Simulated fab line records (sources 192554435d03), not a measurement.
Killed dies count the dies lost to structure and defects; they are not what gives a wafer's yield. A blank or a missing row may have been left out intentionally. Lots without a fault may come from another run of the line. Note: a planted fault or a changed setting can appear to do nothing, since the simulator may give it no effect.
The tool behind it: which one?	flow n5 finfet	23 lots with 69 wafers sampled at 5 steps, on a route of 1938 steps

WHAT THE GAUGES READ, wafer by wafer
N5_BEOL_M3_OCD_MEAS_38.
lot	measured	on	trench depth nm (nm)
L074	day 6 23:04	ocd-01	55.7 56.7 55.7
L075	day 7 08:41	ocd-02	54.4 55.5 54.6
L076	day 8 01:10	ocd-01	56.6 55.1 55.2
L077	day 8 01:24	ocd-02	55.4 56.4 55.7
L078	day 8 00:34	ocd-01	55.6 55.6 55.2
L079	day 8 04:31	ocd-01	55.0 56.0 55.3
L080	day 8 14:49	ocd-01	55.4 56.0 54.1
L081	day 9 02:05	ocd-01	56.1 55.7 55.4
L083	day 9 05:43	ocd-02	56.0 54.5 56.2
L082	day 9 05:49	ocd-01	55.6 56.0 55.8
L084	day 9 12:01	ocd-02	57.8 55.5 55.0
L085	day 10 07:23	ocd-02	55.1 55.6 56.4
L086	day 10 07:46	ocd-01	54.4 55.2 54.9
L087	day 10 10:43	ocd-01	55.1 55.9 55.6
L088	day 10 17:49	ocd-02	56.4 54.9 55.4
L089	day 10 20:09	ocd-02	54.9 56.8 58.1
L090	day 10 23:27	ocd-02	55.3 56.6 55.8
L092	day 11 12:17	ocd-01	56.9 57.6 55.9
L091	day 11 15:59	ocd-02	56.8 56.2 56.9
L093	day 11 22:53	ocd-02	55.1 55.4 56.0
L095	day 12 08:14	ocd-01	55.0 55.0 56.0
L096	day 12 17:42	ocd-02	54.9 55.6 55.3
L097	day 12 17:53	ocd-02	55.3 54.8 56.1

EACH LOT AND THE TOOL THAT RAN IT (in order: tool; ch and the chambers of the sampled wafers; start)
lot	N5_BEOL_M3_DESCUM_16	N5_BEOL_M3_HM_OPEN_17	N5_BEOL_M3_ETCH_69	N5_BEOL_M3_VIA_ETCH_34
L074	rie diel-04 ch 0,1,2, day 6 21:14	rie metal-03 ch 0,1, day 6 21:29	rie diel-04 ch 1,3, day 6 22:17	rie diel-04 ch 2,3, day 6 22:49
L075	rie diel-04 ch 0,1,3, day 7 06:55	rie metal-02 ch 0,1, day 7 07:15	rie diel-05 ch 1,2,3, day 7 08:04	rie diel-05 ch 0,1,3, day 7 08:26
L076	rie diel-03 ch 0,1,3, day 7 13:46	rie metal-03 ch 0,1, day 7 14:01	rie diel-05 ch 1,3, day 7 14:41	rie diel-05 ch 0,2,3, day 8 00:54
L077	rie diel-04 ch 0,1,2, day 7 13:58	rie metal-02 ch 0,1, day 7 14:13	rie diel-04 ch 0,1,3, day 7 14:58	rie diel-03 ch 0,1,3, day 8 01:08
L078	rie diel-03 ch 0,1,3, day 7 14:28	rie metal-03 ch 0, day 7 14:43	rie diel-03 ch 1,3, day 7 16:25	rie diel-03 ch 0,1,2, day 8 00:19
L079	rie diel-05 ch 0,1,3, day 8 02:35	rie metal-03 ch 0,1, day 8 02:50	rie diel-05 ch 0,1,3, day 8 03:38	rie diel-04 ch 0,3, day 8 04:15
L080	rie diel-05 ch 1,2, day 8 13:16	rie metal-03 ch 1, day 8 13:31	rie diel-04 ch 0,3, day 8 14:13	rie diel-05 ch 1,2,3, day 8 14:34
L081	rie diel-05 ch 0,3, day 8 17:47	rie metal-02 ch 0,1, day 8 18:02	rie diel-03 ch 0,1, day 8 18:43	rie diel-03 ch 0,1, day 9 01:50
L083	rie diel-05 ch 1,2,3, day 8 21:38	rie metal-02 ch 0,1, day 8 21:53	rie diel-04 ch 0,1,3, day 8 22:37	rie diel-05 ch 1,2, day 9 05:27
L082	rie diel-04 ch 0,2,3, day 9 00:37	rie metal-01 ch 0,1, day 9 00:52	rie diel-05 ch 0,1, day 9 01:40	rie diel-04 ch 2,3, day 9 05:33
L084	rie diel-03 ch 0,1,3, day 9 10:15	rie metal-03 ch 1, day 9 10:30	rie diel-04 ch 1,2,3, day 9 11:26	rie diel-05 ch 0,1,2, day 9 11:46
L085	rie diel-03 ch 1,3, day 10 01:58	rie metal-01 ch 0,1, day 10 02:13	rie diel-04 ch 1,3, day 10 03:03	rie diel-03 ch 1,2, day 10 07:08
L086	rie diel-03 ch 0,3, day 10 02:12	rie metal-02 ch 0,1, day 10 02:29	rie diel-04 ch 0,2, day 10 03:15	rie diel-04 ch 0,3, day 10 07:30
L087	rie diel-03 ch 1,2, day 10 02:37	rie metal-01 ch 0,1, day 10 02:51	rie diel-05 ch 0,2, day 10 03:32	rie diel-04 ch 0,1,2, day 10 10:28
L088	rie diel-04 ch 0,1,2, day 10 15:55	rie metal-02 ch 1, day 10 16:13	rie diel-05 ch 0,2,3, day 10 16:59	rie diel-04 ch 1,2, day 10 17:33
L089	rie diel-03 ch 0,1,2, day 10 16:21	rie metal-03 ch 0,1, day 10 16:36	rie diel-04 ch 0,1,2, day 10 17:21	rie diel-03 ch 0,2,3, day 10 19:54
L090	rie diel-04 ch 0,2,3, day 10 21:52	rie metal-02 ch 0,1, day 10 22:07	rie diel-05 ch 2,3, day 10 22:50	rie diel-03 ch 0,2,3, day 10 23:11
L092	rie diel-04 ch 1,2,3, day 11 06:27	rie metal-01 ch 0,1, day 11 06:43	rie diel-03 ch 0,2,3, day 11 07:43	rie diel-03 ch 0,1,3, day 11 12:02
L091	rie diel-05 ch 0,1,3, day 11 08:04	rie metal-01 ch 0,1, day 11 08:19	rie diel-03 ch 0,2, day 11 09:02	rie diel-05 ch 1,2, day 11 15:44
L093	rie diel-03 ch 0,1,3, day 11 21:20	rie metal-03 ch 0,1, day 11 21:35	rie diel-03 ch 0,1,3, day 11 22:16	rie diel-03 ch 0,1,2, day 11 22:38
L095	rie diel-04 ch 1,2,3, day 12 04:05	rie metal-03 ch 0,1, day 12 04:20	rie diel-05 ch 1,2,3, day 12 05:10	rie diel-03 ch 0,1,3, day 12 07:58
L096	rie diel-05 ch 1,2,3, day 12 11:31	rie metal-02 ch 0,1, day 12 11:46	rie diel-05 ch 1,2,3, day 12 12:32	rie diel-05 ch 1,3, day 12 17:27
L097	rie diel-03 ch 0,3, day 12 13:38	rie metal-02 ch 1, day 12 13:53	rie diel-03 ch 0,1, day 12 14:41	rie diel-03 ch 0,1,3, day 12 17:37
- N5_BEOL_M3_DESCUM_16: chemistry O2, time 7 s.
- N5_BEOL_M3_HM_OPEN_17: chemistry Cl2/BCl3, target TiN, target depth 20 nm, overetch 6 nm.
- N5_BEOL_M3_ETCH_69: etches SiARC in CF4, target depth 15.6 nm, time 26 s.
- N5_BEOL_M3_VIA_ETCH_34: etches the open film in C4F6/O2, target depth 69.4 nm, time 65.9 s.

AS READ BY THE TOOLS THEMSELVES (means over the sampled wafers that have a number; for cases with no such wafer, the mark the record gives instead)
N5_BEOL_M3_DESCUM_16.
lot	tool	drypump motor current A (A)	oes product au (a.u.)	rf vpp V (V)	showerhead plenum p Torr (Torr)	throttle valve pct (%)
L074	rie diel-04	5.69	0.77	242.0	2.00	20.33
L075	rie diel-04	5.93	0.78	241.8	2.04	20.42
L076	rie diel-03	5.89	0.72	242.1	2.03	20.60
L077	rie diel-04	5.72	0.76	242.5	2.00	20.34
L078	rie diel-03	5.87	0.72	242.4	2.03	20.61
L079	rie diel-05	5.82	0.71	242.1	2.05	20.66
L080	rie diel-05	5.75	0.81	244.3	2.18	20.60
L081	rie diel-05	5.88	0.71	242.3	2.05	20.77
L083	rie diel-05	5.83	0.77	243.5	2.10	20.59
L082	rie diel-04	5.78	0.79	243.6	2.10	20.42
L084	rie diel-03	5.88	0.81	244.1	2.11	20.48
L085	rie diel-03	5.64	0.81	242.8	2.08	20.40
L086	rie diel-03	6.10	0.79	243.5	2.14	20.56
L087	rie diel-03	5.63	0.75	243.2	2.06	20.57
L088	rie diel-04	5.71	0.82	243.4	2.08	20.26
L089	rie diel-03	5.86	0.74	243.0	2.09	20.65
L090	rie diel-04	5.78	0.78	243.8	2.09	20.44
L092	rie diel-04	5.95	0.81	242.6	2.11	20.36
L091	rie diel-05	5.83	0.80	242.2	2.04	20.56
L093	rie diel-03	5.89	0.78	243.0	2.10	20.51
L095	rie diel-04	5.96	0.80	244.1	2.10	20.35
L096	rie diel-05	5.82	0.83	242.9	2.09	20.50
L097	rie diel-03	6.13	0.77	242.9	2.13	20.59

N5_BEOL_M3_HM_OPEN_17.
lot	tool	bcl3 flow sccm (sccm)	drypump motor current A (A)	oes product au (a.u.)	throttle valve pct (%)
L074	rie metal-03	21.76	5.3	0.76	21.84
L075	rie metal-02	21.71	5.5	0.56	22.40
L076	rie metal-03	21.77	5.4	0.74	21.86
L077	rie metal-02	21.74	5.5	0.55	22.34
L078	rie metal-03	21.86	6.4	0.75	21.63
L079	rie metal-03	21.72	5.3	0.75	21.84
L080	rie metal-03	21.74	4.8	0.73	21.95
L081	rie metal-02	21.76	5.5	0.55	22.35
L083	rie metal-02	21.81	5.5	0.55	22.33
L082	rie metal-01	21.70	5.4	0.72	22.24
L084	rie metal-03	21.69	4.8	0.73	21.96
L085	rie metal-01	21.67	5.6	0.71	22.27
L086	rie metal-02	21.84	5.5	0.55	22.44
L087	rie metal-01	21.74	5.4	0.72	22.24
L088	rie metal-02	21.64	5.6	0.53	22.25
L089	rie metal-03	21.63	5.8	0.73	21.75
L090	rie metal-02	21.76	5.5	0.54	22.43
L092	rie metal-01	21.72	5.4	0.71	22.24
L091	rie metal-01	21.69	5.4	0.70	22.25
L093	rie metal-03	21.71	5.9	0.71	21.76
L095	rie metal-03	21.74	5.9	0.72	21.75
L096	rie metal-02	21.81	5.5	0.53	22.37
L097	rie metal-02	21.78	5.6	0.52	22.28

N5_BEOL_M3_ETCH_69.
lot	tool	drypump motor current A (A)	etch rf on time s (s)	oes product au (a.u.)	rf vpp V (V)	showerhead plenum p Torr (Torr)	throttle valve pct (%)
L074	rie diel-04	6.15	26.5	0.67	184.9	2.12	15.70
L075	rie diel-05	5.83	25.7	0.67	183.4	2.15	15.72
L076	rie diel-05	5.88	25.9	0.63	183.2	2.08	15.77
L077	rie diel-04	5.93	26.0	0.66	184.0	2.10	15.64
L078	rie diel-03	5.71	26.1	0.60	182.3	2.04	15.75
L079	rie diel-05	5.82	26.2	0.61	184.2	2.10	15.86
L080	rie diel-04	5.75	25.9	0.63	183.2	2.09	15.79
L081	rie diel-03	6.03	25.9	0.62	184.0	2.11	15.83
L083	rie diel-04	5.90	26.0	0.66	183.3	2.09	15.67
L082	rie diel-05	5.72	26.4	0.58	184.0	2.12	15.85
L084	rie diel-04	5.93	26.2	0.71	183.4	2.17	15.52
L085	rie diel-04	6.08	26.2	0.68	182.8	2.10	15.55
L086	rie diel-04	5.51	26.1	0.67	182.8	2.13	15.59
L087	rie diel-05	5.80	25.9	0.63	184.8	2.16	15.95
L088	rie diel-05	5.87	25.8	0.64	184.2	2.14	15.88
L089	rie diel-04	5.71	26.3	0.69	183.8	2.14	15.47
L090	rie diel-05	5.94	25.7	0.66	184.1	2.12	15.80
L092	rie diel-03	5.92	25.8	0.68	185.0	2.20	15.64
L091	rie diel-03	6.07	26.0	0.62	184.6	2.15	15.85
L093	rie diel-03	5.87	26.2	0.67	184.8	2.15	15.68
L095	rie diel-05	5.84	25.8	0.71	184.5	2.14	15.62
L096	rie diel-05	5.83	25.6	0.71	184.3	2.14	15.64
L097	rie diel-03	5.79	25.9	0.61	183.1	2.08	15.87

N5_BEOL_M3_VIA_ETCH_34.
lot	tool	C4F6_flow_sccm (sccm)	drypump motor current A (A)	oes product au (a.u.)	rf vpp V (V)	showerhead plenum p Torr (Torr)	throttle valve pct (%)
L074	rie diel-04	9.98	5.81	0.71	661	2.75	31.02
L075	rie diel-05	9.99	5.83	0.71	656	2.79	31.01
L076	rie diel-05	9.99	5.86	0.77	654	2.86	31.10
L077	rie diel-03	9.99	5.88	0.73	670	2.76	30.91
L078	rie diel-03	10.01	5.88	0.75	674	2.84	30.83
L079	rie diel-04	9.97	5.99	0.74	661	2.80	31.15
L080	rie diel-05	10.00	5.83	0.77	652	2.86	31.03
L081	rie diel-03	10.00	5.81	0.74	665	2.76	30.89
L083	rie diel-05	10.03	5.78	0.81	645	2.95	31.12
L082	rie diel-04	9.97	6.00	0.79	660	2.91	31.04
L084	rie diel-05	10.00	5.77	0.74	649	2.88	31.11
L085	rie diel-03	10.02	5.67	0.74	675	2.86	30.73
L086	rie diel-04	10.03	5.98	0.73	660	2.79	31.16
L087	rie diel-04	10.02	5.71	0.81	657	2.84	30.81
L088	rie diel-04	9.98	5.76	0.87	656	2.95	30.69
L089	rie diel-03	10.00	5.93	0.81	683	2.93	30.75
L090	rie diel-03	9.99	5.92	0.80	681	2.93	30.74
L092	rie diel-03	10.02	5.88	0.79	673	2.86	30.81
L091	rie diel-05	10.01	5.76	0.88	645	2.94	31.04
L093	rie diel-03	10.04	5.84	0.72	673	2.82	30.84
L095	rie diel-03	9.99	5.89	0.78	674	2.85	30.81
L096	rie diel-05	10.02	5.90	0.79	656	2.76	30.89
L097	rie diel-03	10.01	5.88	0.77	673	2.85	30.81

THE ANSWER, worked out from the rows above alone
Rule: what is usual is taken from the lots themselves. Put in order of their means at a reading, lots are off if they are a third of the lots or fewer, leave a main group of 4 or more, and stand apart from it by a gap of 3 or more times the standard deviation of the main group's means; of several such gaps the widest counts. If all means in a main group match to the digits the tables above print for the reading, that group is not used. Also off: a lot with no number at a reading for which 4 or more lots have one. The other lots that the step has rows for count as sound. The gauges are gone through in route order, then the tools' own readings, and for those a lot's mean is taken as printed above. The first step at which some lot is off is used, and at that step the reading that is off furthest; a lot without a number counts as furthest.
None of the lots is off at any reading shown; this tells nothing.

WHAT THE SIMULATOR HAD PUT IN
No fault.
